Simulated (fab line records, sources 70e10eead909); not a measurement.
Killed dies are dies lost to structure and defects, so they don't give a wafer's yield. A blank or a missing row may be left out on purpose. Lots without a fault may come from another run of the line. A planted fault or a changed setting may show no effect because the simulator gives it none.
A struck lot beside a sound one | flow nand_harc | 18 steps out of a route of 1159
Sound: wafers L242.1, L242.2, L242.3. Struck: wafers L232.1, L232.2, L232.5. The cause comes at the end.
At each step with rows: each side's tool, then ch and its chambers, then its first start. Under that, the readings that differ: sound wafers | struck wafers | difference of the means | sigmas: that difference in standard deviations of wafers without a fault.
alike: readings whose means differ by less than 2 such deviations, and words and numbers that are the same on both sides. not compared: withheld readings, readings that some wafer has no value for, bounds like >300 that may hide the same value, and numbers for which the record gives no deviation and whose values overlap.
The two part at a step that has a row with sigmas, a row that says differs or no value, or rows on one side only. Numbers that don't overlap but have no deviation are shown without sigmas and don't part them. A reading that every wafer of one side lacks parts them only if that side has two wafers or more.

NHARC_P_GATE_CD_MEAS_46: target cd 720 nm.
  sound on cd_sem-03 ch 0, day 8 11:22; struck on cd_sem-02 ch 0, day 5 18:45
  alike: cd_nm
then, 1 step without rows for these wafers: NHARC_P_GATE_HARDBAKE_47 (time 80 s).
NHARC_P_GATE_DESCUM_48: chemistry O2, time 3 s.
  sound on rie_diel-11 ch 0,2,3, day 8 11:32; struck on rie_diel-10 ch 0,1,2, day 5 18:55
  alike: drypump_motor_current_A, oes_product_au, rf_vpp_V, showerhead_plenum_p_Torr, throttle_valve_pct
  not compared: rf_hours_counter_h
then, 1 step without rows for these wafers: NHARC_P_GATE_IMPLANT_49.
NHARC_P_GATE_STRIP_111: strips in N2/H2, time 250 s.
  sound on plasma_asher-02 ch 0,1, day 8 11:55; struck on plasma_asher-01 ch 0,1, day 5 19:17
  alike: drypump_motor_current_A, heater_power_w
  not compared: rf_hours_counter_h
NHARC_P_GATE_STRIP_75: strips in O2.
  sound on plasma_asher-02 ch 0,1, day 8 12:13; struck on plasma_asher-01 ch 0,1, day 5 19:34
  alike: drypump_motor_current_A, heater_power_w
  not compared: rf_hours_counter_h
then, 6 steps without rows for these wafers: NHARC_P_GATE_STRIP_50 (strips in SPM, time 900 s); NHARC_P_GATE_DEHYDRATE_51 (time 120 s); NHARC_P_GATE_HMDS_52 (time 30 s); NHARC_P_GATE_COAT_53; NHARC_P_GATE_SOFTBAKE_54 (time 95 s); NHARC_P_GATE_EBR_55.
NHARC_P_GATE_EXPOSE_56: exposes mask P PSD, target cd 720 nm.
  sound on krf_scanner-03 ch 0, day 8 12:51; struck on krf_scanner-02 ch 0, day 5 20:21
  reading | sound                   | struck                           | difference | sigmas
  mask    | P_PSD#0 P_PSD#0 P_PSD#0 | P_PSD_R1#0 P_PSD_R1#0 P_PSD_R1#0 | differs    |
then, 2 steps without rows for these wafers: NHARC_P_GATE_PEB_57 (peb time 85 s); NHARC_P_GATE_DEVELOP_58 (time 70 s).
NHARC_P_GATE_CD_MEAS_59: target cd 720 nm.
  sound on cd_sem-03 ch 0, day 8 13:01; struck on cd_sem-02 ch 0, day 5 20:31
  reading    | sound             | struck            | difference | sigmas
  cd_nm (nm) | 715.0 715.0 715.1 | 703.4 705.5 701.7 | -11.5      | -4
then, 2 steps without rows for these wafers: NHARC_P_GATE_HARDBAKE_60 (time 80 s); NHARC_END_SORT_01.

WHERE THEY PART
First at NHARC_P_GATE_EXPOSE_56; last, within this record, at NHARC_P_GATE_CD_MEAS_59.

WHY: what the simulator had put in
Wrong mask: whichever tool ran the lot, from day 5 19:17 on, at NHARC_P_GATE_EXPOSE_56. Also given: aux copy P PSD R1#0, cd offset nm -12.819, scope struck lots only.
